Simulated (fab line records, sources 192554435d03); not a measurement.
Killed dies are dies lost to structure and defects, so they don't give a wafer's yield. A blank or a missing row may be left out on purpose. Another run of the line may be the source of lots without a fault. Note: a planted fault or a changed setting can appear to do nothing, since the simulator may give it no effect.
What tool caused it? -- flow n5Finfet -- Sampling: 10 lots, 29 wafers, 5 of 1938 route steps

WHAT THE GAUGES SHOWED, per wafer
N5_BEOL_M8_THK_MEAS_01.
lot,measured,on,M8_ILD_THK (nm)
L309,day 9 17:04,filmMetro-02,157.0 158.5 158.2
L310,day 9 23:02,filmMetro-02,153.4 158.9 153.6
L313,day 11 03:31,filmMetro-01,154.8 157.9
L314,day 11 04:24,filmMetro-02,153.2 156.3 153.6
L318,day 12 09:11,filmMetro-02,154.0 153.9 157.4
L323,day 12 21:33,filmMetro-02,154.7 158.7 181.0
L324,day 13 03:08,filmMetro-01,155.5 157.4 184.6
L329,day 14 22:26,filmMetro-01,153.5 155.4 156.5
L332,day 15 07:11,filmMetro-01,153.6 157.6 156.7
L330,day 15 10:55,filmMetro-02,155.7 153.7 153.7

TOOL THAT RAN EACH LOT (tool first, then ch and the chambers of the sampled wafers, then the start)
lot,N5_BEOL_M7_SURFACE_TREAT_79,N5_BEOL_M7_CMP_52,N5_BEOL_M7_DEP_56,N5_BEOL_M8_ILD_DEP_00
L309,"pvdSputter-02, day 9 14:27","cmp-02 ch 0,1,2, day 9 15:33","pecvd-01 ch 0,1, day 9 15:52","pecvd-03 ch 0,1,2, day 9 16:01"
L310,"pvdSputter-03, day 9 21:06","cmp-02 ch 1,2, day 9 21:57","pecvd-01 ch 0,1, day 9 22:17","pecvd-04 ch 0,2, day 9 22:26"
L313,"pvdSputter-01, day 11 00:55","cmp-04 ch 1, day 11 02:27","pecvd-01 ch 1,2, day 11 02:48","pecvd-03 ch 1,2, day 11 02:56"
L314,"pvdSputter-03, day 11 01:19","cmp-02 ch 0,2,3, day 11 03:22","pecvd-02 ch 0,1,2, day 11 03:41","pecvd-03 ch 0,2, day 11 03:49"
L318,"pvdSputter-03, day 12 06:52","cmp-02 ch 0,1,3, day 12 08:04","pecvd-02 ch 0,1,2, day 12 08:26","pecvd-03 ch 1,2, day 12 08:35"
L323,"pvdSputter-01, day 12 19:06","cmp-03 ch 0,2,3, day 12 20:15","pecvd-04 ch 0,1,2, day 12 20:32","pecvd-03 ch 0,1, day 12 20:40"
L324,"pvdSputter-03, day 13 00:58","cmp-02 ch 0,2,3, day 13 02:08","pecvd-04 ch 1,2, day 13 02:25","pecvd-03 ch 0,2, day 13 02:33"
L329,"pvdSputter-01, day 14 20:31","cmp-02 ch 0,3, day 14 21:23","pecvd-04 ch 0,1,2, day 14 21:44","pecvd-04 ch 0,2, day 14 21:52"
L332,"pvdSputter-02, day 15 04:25","cmp-03 ch 0,1,3, day 15 06:09","pecvd-04 ch 0,1,2, day 15 06:28","pecvd-02 ch 0,1,2, day 15 06:36"
L330,"pvdSputter-02, day 15 08:38","cmp-03 ch 0,1,3, day 15 09:50","pecvd-01 ch 0,1,2, day 15 10:12","pecvd-02 ch 0,1,2, day 15 10:20"
- N5_BEOL_M7_SURFACE_TREAT_79
- N5_BEOL_M7_CMP_52: polishes, stops on SiCOH lowk, t overpolish 6.9 s, target thk 80 nm.
- N5_BEOL_M7_DEP_56: deposits SiCN from 3MS/NH3, target thk 10 nm, time 17.5 s.
- N5_BEOL_M8_ILD_DEP_00: deposits SiCOH lowk from DEMS/porogen, target thk 179.75 nm, time 33.4 s.

THE ANSWER, worked out from the rows above alone
Rule: usual is defined by the lots themselves. The widest of any qualifying gaps counts: lots, ordered by their means at a reading, are off when they make up no more than a third of the lots, leave a main group of 4 or more, and stand apart from it by 3 or more times the standard deviation of that group's means. A main group whose means are all the same, to the digits that the tables above print for the reading, isn't used. A lot without any number at a reading at which 4 lots or more have one is off too. The other lots that the step has rows for count as sound.
Off: L323, L324, at N5_BEOL_M8_THK_MEAS_01 (M8_ILD_THK). For the main group the mean is 155.6 nm and the standard deviation 1.1.
If a tool, at a process step before that reading, ran all the lots that are off and no sound lot after the first of them, it fits. The gauges at N5_BEOL_M8_THK_MEAS_01 are tried like those tools. One fits: pecvd-03 at N5_BEOL_M8_ILD_DEP_00. Its last sound lot is L318 (day 12 08:35), its first lot that is off L323 (day 12 20:40): a fault that began between those two fits.

WHAT HAD BEEN PUT IN BY THE SIMULATOR
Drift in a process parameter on pecvd-03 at N5_BEOL_M8_ILD_DEP_00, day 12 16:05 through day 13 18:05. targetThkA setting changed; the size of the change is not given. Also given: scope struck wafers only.
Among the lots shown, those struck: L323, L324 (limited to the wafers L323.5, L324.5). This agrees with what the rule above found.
